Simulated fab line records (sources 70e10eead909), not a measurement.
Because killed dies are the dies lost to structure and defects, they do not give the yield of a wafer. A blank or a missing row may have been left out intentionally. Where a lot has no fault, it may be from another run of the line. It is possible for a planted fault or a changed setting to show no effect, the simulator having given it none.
What tool caused it? | flow nandHarc | 15 lots, 42 wafers sampled, at 4 steps of a route of 1302

WHAT THE GAUGES SHOWED, per wafer
The record holds no reading of a measuring or inspecting step that can be judged against a usual standard deviation.

WHAT TOOL EACH LOT RAN ON (gives the tool, then ch and the chambers of the sampled wafers, and finally the start)
lot  | NHARC_A_SLIT_DESCUM_14            | NHARC_A_SLIT_ETCH_24              | NHARC_A_WL_FILL_ALD_00          | NHARC_A_WL_FILL_RTA_01
L559 | rieDiel-08 ch 0,1, day 19 21:45   | rieDiel-08 ch 1,3, day 19 21:50   | aldHk-03 ch 0,1, day 20 13:25   | rtpAnneal-01 ch 0, day 20 13:43
L560 | rieDiel-08 ch 0,1,3, day 20 22:14 | rieDiel-08 ch 0,2,3, day 20 22:19 | aldHk-02 ch 0,1, day 21 13:29   | rtpAnneal-01 ch 0, day 21 13:46
L563 | rieDiel-08 ch 0,1,3, day 20 23:19 | rieDiel-08 ch 2,3, day 20 23:23   | aldHk-03 ch 0,1,2, day 21 13:34 | rtpAnneal-02 ch 0, day 21 13:53
L566 | rieDiel-07 ch 0,1,2, day 23 04:10 | rieDiel-07 ch 0,2, day 23 04:14   | aldHk-03 ch 0,2,3, day 23 15:58 | rtpAnneal-02 ch 0, day 23 16:14
L570 | rieDiel-08 ch 0,3, day 24 07:25   | rieDiel-08 ch 0,3, day 24 07:31   | aldHk-04 ch 1,3, day 24 20:21   | rtpAnneal-01 ch 0, day 24 20:35
L568 | rieDiel-08 ch 1,3, day 24 10:53   | rieDiel-08 ch 0,2, day 24 10:58   | aldHk-04 ch 1,2, day 25 00:04   | rtpAnneal-01 ch 0, day 25 00:20
L573 | rieDiel-04 ch 1,2, day 25 03:07   | rieDiel-04 ch 0,3, day 25 03:11   | aldHk-04 ch 1,2, day 25 16:17   | rtpAnneal-01 ch 0, day 25 16:32
L574 | rieDiel-07 ch 0,1, day 25 03:44   | rieDiel-07 ch 2,3, day 25 03:49   | aldHk-02 ch 2,3, day 25 20:31   | rtpAnneal-01 ch 0, day 25 20:50
L576 | rieDiel-08 ch 0,2,3, day 26 20:56 | rieDiel-08 ch 0,3, day 26 21:01   | aldHk-03 ch 1,2, day 27 10:30   | rtpAnneal-01 ch 0, day 27 10:46
L577 | rieDiel-07 ch 0,3, day 26 21:05   | rieDiel-07 ch 0,1,2, day 26 21:10 | aldHk-02 ch 2,3, day 27 10:29   | rtpAnneal-02 ch 0, day 27 10:45
L578 | rieDiel-07 ch 1,2, day 27 22:34   | rieDiel-07 ch 2,3, day 27 22:38   | aldHk-02 ch 1,2,3, day 28 11:35 | rtpAnneal-01 ch 0, day 28 12:14
L579 | rieDiel-04 ch 0,1,3, day 27 22:54 | rieDiel-04 ch 2,3, day 27 22:59   | aldHk-03 ch 1,2,3, day 28 11:29 | rtpAnneal-02 ch 0, day 28 11:43
L581 | rieDiel-04 ch 0,3, day 27 23:03   | rieDiel-04 ch 1,3, day 27 23:47   | aldHk-04 ch 1,3, day 28 15:20   | rtpAnneal-02 ch 0, day 28 15:35
L580 | rieDiel-04 ch 0,2,3, day 28 02:33 | rieDiel-04 ch 2,3, day 28 02:37   | aldHk-03 ch 0,1, day 28 15:19   | rtpAnneal-01 ch 0, day 28 15:44
L582 | rieDiel-07 ch 0,1,3, day 29 10:04 | rieDiel-07 ch 0,3, day 29 10:08   | aldHk-03 ch 1,2,3, day 29 23:05 | rtpAnneal-01 ch 0, day 29 23:21
- NHARC_A_SLIT_DESCUM_14: chemistry O2, time 3 s.
- NHARC_A_SLIT_ETCH_24: etches the open film in CF4/CHF3, target depth 121 nm, time 60.5 s.
- NHARC_A_WL_FILL_ALD_00: deposits Al2O3, target thk 3 nm, pulse time 3 s, ald cycles 30.
- NHARC_A_WL_FILL_RTA_01: time 5 s.

WHAT THE TOOLS THEMSELVES READ (means of the sampled wafers that have a number; where no wafer has one, the mark that the record gives instead)
NHARC_A_SLIT_DESCUM_14.
lot  | tool       | drypumpMotorCurrentA (A) | o2FlowSccm (sccm) | oesProductAu (a.u.) | rfVppV (V) | showerheadPlenumPTorr (Torr) | throttleValvePct (%)
L559 | rieDiel-08 | 5.3                      | 200.4             | 0.999               | 56.9       | 1.95                         | 11.312
L560 | rieDiel-08 | 5.7                      | 200.1             | 1.004               | 57.6       | 1.91                         | 11.310
L563 | rieDiel-08 | 5.7                      | 199.8             | 1.009               | 57.7       | 1.91                         | 11.310
L566 | rieDiel-07 | 6.0                      | 199.7             | 1.009               | 58.5       | 1.98                         | 11.307
L570 | rieDiel-08 | 6.0                      | 199.7             | 0.988               | 58.9       | 1.85                         | 11.314
L568 | rieDiel-08 | 5.8                      | 200.1             | 1.004               | 58.5       | 1.95                         | 11.311
L573 | rieDiel-04 | 6.2                      | 199.9             | 0.993               | 57.6       | 1.89                         | 11.312
L574 | rieDiel-07 | 5.7                      | 199.6             | 1.007               | 57.0       | 1.99                         | 11.308
L576 | rieDiel-08 | 5.6                      | 199.6             | 1.011               | 57.0       | 1.85                         | 11.314
L577 | rieDiel-07 | 5.9                      | 199.7             | 1.014               | 58.0       | 1.84                         | 11.310
L578 | rieDiel-07 | 6.1                      | 200.3             | 1.011               | 58.9       | 1.99                         | 11.317
L579 | rieDiel-04 | 5.8                      | 200.1             | 0.983               | 57.9       | 1.93                         | 11.314
L581 | rieDiel-04 | 5.7                      | 199.9             | 0.972               | 58.1       | 1.94                         | 11.305
L580 | rieDiel-04 | 5.8                      | 200.4             | 0.995               | 57.5       | 1.90                         | 11.313
L582 | rieDiel-07 | 5.9                      | 199.2             | 0.996               | 57.5       | 1.92                         | 11.310

NHARC_A_SLIT_ETCH_24.
lot  | tool       | drypumpMotorCurrentA (A) | oesProductAu (a.u.) | rfVppV (V) | showerheadPlenumPTorr (Torr) | throttleValvePct (%)
L559 | rieDiel-08 | 6.1                      | 0.962               | 371.3      | 1.59                         | 16.807
L560 | rieDiel-08 | 5.6                      | 0.953               | 370.2      | 1.53                         | 16.804
L563 | rieDiel-08 | 5.4                      | 0.956               | 369.3      | 1.54                         | 16.814
L566 | rieDiel-07 | 6.0                      | 0.955               | 371.8      | 1.60                         | 16.803
L570 | rieDiel-08 | 5.9                      | 0.956               | 369.1      | 1.52                         | 16.797
L568 | rieDiel-08 | 5.1                      | 0.968               | 369.5      | 1.52                         | 16.803
L573 | rieDiel-04 | 5.5                      | 0.948               | 369.8      | 1.58                         | 16.800
L574 | rieDiel-07 | 6.2                      | 0.961               | 367.2      | 1.51                         | 16.800
L576 | rieDiel-08 | 5.7                      | 0.967               | 368.8      | 1.52                         | 16.809
L577 | rieDiel-07 | 6.0                      | 0.982               | 372.0      | 1.62                         | 16.797
L578 | rieDiel-07 | 6.2                      | 0.971               | 369.8      | 1.55                         | 16.809
L579 | rieDiel-04 | 5.9                      | 0.983               | 369.3      | 1.54                         | 16.798
L581 | rieDiel-04 | 5.7                      | 0.948               | 370.9      | 1.57                         | 16.797
L580 | rieDiel-04 | 5.9                      | 0.968               | 369.5      | 1.54                         | 16.802
L582 | rieDiel-07 | 5.8                      | 0.925               | 371.5      | 1.57                         | 16.801

NHARC_A_WL_FILL_ALD_00.
lot  | tool     | heaterPowerW (W) | precursorPulseHeightRel
L559 | aldHk-03 | 432              | 0.991
L560 | aldHk-02 | 472              | 1.001
L563 | aldHk-03 | 433              | 1.015
L566 | aldHk-03 | 463              | 0.993
L570 | aldHk-04 | 453              | 1.016
L568 | aldHk-04 | 489              | 0.997
L573 | aldHk-04 | 497              | 1.012
L574 | aldHk-02 | 487              | 1.002
L576 | aldHk-03 | 418              | 1.004
L577 | aldHk-02 | 481              | 1.012
L578 | aldHk-02 | 482              | 0.999
L579 | aldHk-03 | 458              | 0.998
L581 | aldHk-04 | 456              | 1.003
L580 | aldHk-03 | 444              | 0.985
L582 | aldHk-03 | 453              | 0.991

NHARC_A_WL_FILL_RTA_01.
lot  | tool         | annealTempCMax | lampPowerPct (%) | lamp_zone_3_pct (%) | lamp_zone_7_pct (%) | wafer_temp_C_max
L559 | rtpAnneal-01 | 1008.0         | 25               | 25                  | 26                  | 1003.4
L560 | rtpAnneal-01 | 1008.4         | 25               | 25                  | 26                  | 1004.5
L563 | rtpAnneal-02 | 1006.1         | 32               | 32                  | 33                  | 1007.3
L566 | rtpAnneal-02 | 1005.1         | 32               | 32                  | 33                  | 1007.7
L570 | rtpAnneal-01 | 1008.5         | 25               | 25                  | 26                  | 1004.1
L568 | rtpAnneal-01 | 1007.0         | 25               | 25                  | 26                  | 1003.8
L573 | rtpAnneal-01 | 1009.7         | 25               | 25                  | 26                  | 1004.9
L574 | rtpAnneal-01 | 1008.4         | 25               | 25                  | 26                  | 1003.7
L576 | rtpAnneal-01 | 1007.1         | 25               | 25                  | 26                  | 1005.6
L577 | rtpAnneal-02 | 1005.8         | 32               | 32                  | 32                  | 1007.8
L578 | rtpAnneal-01 | 1009.8         | 25               | 25                  | 26                  | 1003.5
L579 | rtpAnneal-02 | 1005.2         | 32               | 32                  | 33                  | 1006.2
L581 | rtpAnneal-02 | 1005.8         | 32               | 32                  | 33                  | 1008.9
L580 | rtpAnneal-01 | 1006.8         | 25               | 25                  | 26                  | 1003.2
L582 | rtpAnneal-01 | 1007.2         | 25               | 25                  | 26                  | 1003.4

THE ANSWER, worked out from the rows above alone
Rule: the usual values come from the lots themselves. Put in order of their means at a reading, lots are off if they are a third of the lots or fewer, leave a main group of 4 or more, and stand apart from it by a gap of 3 or more times the standard deviation of the main group's means; of several such gaps the widest counts. The tables above print the reading to a certain number of digits; a main group whose means all agree to those digits is not used. A lot without any number at a reading at which 4 lots or more have one is off too. The other lots that the step has rows for count as sound. Order of review: gauges by route order, followed by the tools' own readings, for which a lot's mean as printed above is used. The first step at which some lot is off is used, and at that step the reading that is off furthest; a lot without a number counts as furthest.
None of the lots is off at any reading shown; this tells nothing.

WHAT THE SIMULATOR HAD INSERTED
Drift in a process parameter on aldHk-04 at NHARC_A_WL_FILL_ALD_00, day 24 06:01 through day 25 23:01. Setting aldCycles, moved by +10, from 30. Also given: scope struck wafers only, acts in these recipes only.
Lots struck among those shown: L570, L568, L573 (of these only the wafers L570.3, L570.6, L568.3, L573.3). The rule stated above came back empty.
